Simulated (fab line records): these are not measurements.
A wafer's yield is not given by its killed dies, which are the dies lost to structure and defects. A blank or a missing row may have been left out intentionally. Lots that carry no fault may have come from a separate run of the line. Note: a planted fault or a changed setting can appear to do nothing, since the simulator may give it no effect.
A single fault, viewed from 2 desks :: flow nandHarc :: only its own numbers are on each desk; what lay behind them is given at the end

## FROM THE METROLOGY DESK
What the gauges read for every lot (on any tool): the sampled wafers with a number, averaged. A lot is out of limits, marked OUT, if its mean lies more than 4 standard deviations from the usual mean; the brackets give that distance.
Columns: A = overlayXNm at NHARC_A_BONDPAD_OVL_MEAS_35, usual -1 nm; B = overlayYNm at NHARC_A_BONDPAD_OVL_MEAS_35, usual 2 nm
lot: L865
first seen here: day 24 04:59
A: -3
B: 18

lot: L864
first seen here: day 24 06:29
A: 2
B: 9

lot: L867
first seen here: day 24 16:11
A: -10
B: -2

lot: L868
first seen here: day 24 21:08
A: -8
B: 0

lot: L869
first seen here: day 24 22:22
A: -3
B: 5

lot: L875
first seen here: day 28 02:51
A: -4
B: 4

lot: L878
first seen here: day 29 16:30
A: 5
B: -3

lot: L881
first seen here: day 30 14:20
A: -8
B: 8

lot: L882
first seen here: day 31 03:10
A: -9
B: 2

lot: L883
first seen here: day 31 04:23
A: 1
B: 10

lot: L884
first seen here: day 31 18:08
A: 6
B: -1

lot: L885
first seen here: day 32 13:30
A: -10
B: 8

lot: L886
first seen here: day 32 14:35
A: 7
B: -3
This desk's finding: nothing out of limits on any of the 13 lots.

## TOOL OWNER'S DESK, aldSinBatch-03
The tool's own readings at NHARC_A_CHANNEL_FILL_D2_ALD_03 (deposits SiNx, target thk 6 nm, pulse time 60 s, ald cycles 58): means of the sampled wafers that have a number, for each lot that ran on this tool. A lot is out of limits, marked OUT, if its mean lies more than 4 standard deviations from the usual mean; the brackets give that distance.
Columns: A = precursorPulseHeightRel at NHARC_A_CHANNEL_FILL_D2_ALD_03, usual 0.998
lot: L864
first seen here: day 14 14:59
A: 1.006

lot: L867
first seen here: day 15 12:16
A: 0.993

lot: L868
first seen here: day 15 12:16
A: 1.001

lot: L869
first seen here: day 15 16:23
A: 0.998

lot: L882
first seen here: day 21 11:53
A: 1.004

lot: L883
first seen here: day 21 11:53
A: 0.994

lot: L884
first seen here: day 22 07:01
A: 1.000
This desk's finding: nothing out of limits on any of the 7 lots.

## BROUGHT TOGETHER
The metrology desk saw nothing out of limits.
Nothing out of limits was seen by the tool owner's desk.

## WHAT THE SIMULATOR HAD INSERTED
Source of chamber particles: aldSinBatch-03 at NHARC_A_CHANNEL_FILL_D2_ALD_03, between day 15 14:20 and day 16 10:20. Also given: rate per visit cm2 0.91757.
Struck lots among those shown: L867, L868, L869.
